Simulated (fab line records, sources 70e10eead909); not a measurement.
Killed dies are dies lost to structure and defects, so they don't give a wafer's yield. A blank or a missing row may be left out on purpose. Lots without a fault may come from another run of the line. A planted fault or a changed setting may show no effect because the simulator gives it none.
Chamber matching | flow nand_harc | NHARC_A_CHANNEL_FILL_D2_ALD_14 on ald_hk-04: 4 sister chambers
The step deposits SiO2, target thk 2.5 nm, pulse time 10 s, ald cycles 25. 4 wafers are shown with their chamber, then 11 later ones without.

WAFERS WITH THEIR CHAMBER
wafer  | chamber | heater_power_w (W)
L082.6 | 0       | 465
L085.1 | 1       | 448
L090.5 | 3       | 570
L093.3 | 2       | 468

WAFERS WITHOUT THEIR CHAMBER
wafer  | heater_power_w (W)
L093.4 | 481
L093.6 | 466
L093.1 | 452
L093.2 | 575
L093.5 | 447
L092.4 | 491
L092.5 | 434
L092.6 | 473
L096.2 | 452
L096.4 | 481
L096.5 | 453

WHICH CHAMBER EACH WENT THROUGH
wafer  | from the rows above          | in truth
L093.4 | can't be placed: 2 or 0 or 1 | 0
L093.6 | can't be placed: 0 or 2 or 1 | 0
L093.1 | can't be placed: 1 or 0 or 2 | 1
L093.2 | 3                            | 3
L093.5 | can't be placed: 1 or 0 or 2 | 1
L092.4 | can't be placed: 2 or 0 or 1 | 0
L092.5 | can't be placed: 1 or 0 or 2 | 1
L092.6 | can't be placed: 2 or 0 or 1 | 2
L096.2 | can't be placed: 1 or 0 or 2 | 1
L096.4 | can't be placed: 2 or 0 or 1 | 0
L096.5 | can't be placed: 1 or 0 or 2 | 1
Placed correctly: 1 of 11. Can't be placed from these rows: 10 (the true chamber is among the candidates in 10). Placed wrongly: 0.
How it was worked out, from the rows above alone: a wafer's distance from a chamber is the root of the sum, over the readings, of the square of ((its reading less the chamber's mean) divided by the reading's scatter). The wafer belongs to the nearest chamber; if the next one is less than 2 further off, it can't be placed. A chamber's mean is the mean of its shown wafers. The scatter: with one shown wafer a chamber, the root of the mean of the squares of how far each hidden wafer lies from its nearest shown one.
